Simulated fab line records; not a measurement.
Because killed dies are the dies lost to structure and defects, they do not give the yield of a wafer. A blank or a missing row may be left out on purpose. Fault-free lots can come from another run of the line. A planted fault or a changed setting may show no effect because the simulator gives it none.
One fault seen from 3 desks    flow nandHarc    every desk sees just its own numbers, and what lay behind them comes last

== AT THE METROLOGY DESK ==
What the gauges read for every lot (on any tool): the sampled wafers with a number, averaged. If a lot's mean is further than 4 standard deviations from the usual mean, the lot is out of limits and carries the mark OUT (the distance appears in the brackets).
Columns: A = cdNm at NHARC_A_SLIT_CD_MEAS_09, usual 300.0 nm; B = overlayXNm at NHARC_A_SLIT_OVL_MEAS_10, usual -0.4 nm; C = overlayYNm at NHARC_A_SLIT_OVL_MEAS_10, usual 0.1 nm
lot   first seen here  A      B     C
L341  day 19 21:47     300.3  0.3   -0.4
L349  day 23 11:48     298.8  -1.1  -0.4
L355  day 26 09:46     300.6  -0.0  -1.1
L356  day 26 14:19     300.1  -1.8  0.9
L363  day 29 05:06     299.8  0.0   0.4
L362  day 29 08:38     299.4  -1.4  -0.3
This desk found nothing out of limits on any of the 6 lots.

== THE TOOL OWNER'S DESK: rieDiel-09 ==
The tool's own readings at NHARC_A_SLIT_ETCH_15 (etches the open film in O2/COS, target depth 6200 nm, time 1612 s): means of the sampled wafers that have a number, for each lot that ran on this tool. If a lot's mean is further than 4 standard deviations from the usual mean, the lot is out of limits and carries the mark OUT (the distance appears in the brackets). Of its 9 readings 7 are shown: the one that was out of limits first, and those that lie furthest out on some lot.
Columns: A = biasW at NHARC_A_SLIT_ETCH_15, usual 300.0 W; B = cosFlowSccm at NHARC_A_SLIT_ETCH_15, usual 20.00 sccm; C = oesProductAu at NHARC_A_SLIT_ETCH_15, usual 0.999 a.u.; D = rfVppV at NHARC_A_SLIT_ETCH_15, usual 313.9 V; E = runLengthS at NHARC_A_SLIT_ETCH_15, usual 1633.2 s; F = showerheadPlenumPTorr at NHARC_A_SLIT_ETCH_15, usual 3.10 Torr; G = throttleValvePct at NHARC_A_SLIT_ETCH_15, usual 28.330 %
lot   first seen here  A      B      C      D      E                         F     G
L341  day 19 22:16     300.0  20.02  1.008  315.1  1633.1                    3.18  28.318
L355  day 26 10:18     300.4  19.93  0.999  314.8  1497.7 (-99 or more) OUT  3.17  28.336
L356  day 26 15:00     300.2  20.05  1.006  315.9  1497.9 (-99 or more) OUT  3.24  28.322
This desk finds L355, L356 out of limits, L355 being first, at day 26 10:18 (runLengthS at NHARC_A_SLIT_ETCH_15). Within limits: L341.

== THE DEFECT DESK ==
Inspection counts along the route, by lot: the mean over sampled wafers that carry a number. If a lot's mean is further than 4 standard deviations from the usual mean, the lot is out of limits and carries the mark OUT (the distance appears in the brackets).
Columns: A = rawDefectCount at NHARC_A_SLIT_INSPECT_11, usual 51
lot   first seen here  A
L341  day 19 21:55     25
L349  day 23 11:55     76
L355  day 26 09:53     61
L356  day 26 14:26     41
L363  day 29 05:13     65
L362  day 29 08:45     15
This desk found nothing out of limits on any of the 6 lots.

== TAKEN TOGETHER ==
On L355, L356, at day 26 10:18, an alarm was possible from the tool owner's desk.
The metrology desk saw nothing out of limits.
Nothing the defect desk looked at was out of limits.
The metrology desk holds a record of L355, L356, inside its limits.
The defect desk has L355, L356 on record, within its limits.
All the named lots went through NHARC_A_SLIT_ETCH_15 on rieDiel-09.

== WHAT THE SIMULATOR HAD INSERTED ==
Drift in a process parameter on rieDiel-09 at NHARC_A_SLIT_ETCH_15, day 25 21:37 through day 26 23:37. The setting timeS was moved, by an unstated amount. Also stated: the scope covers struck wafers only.
Lots struck among those shown: L355, L356.
Each desk's first reading out of limits, in hours after the fault started: the tool owner's desk, 13.
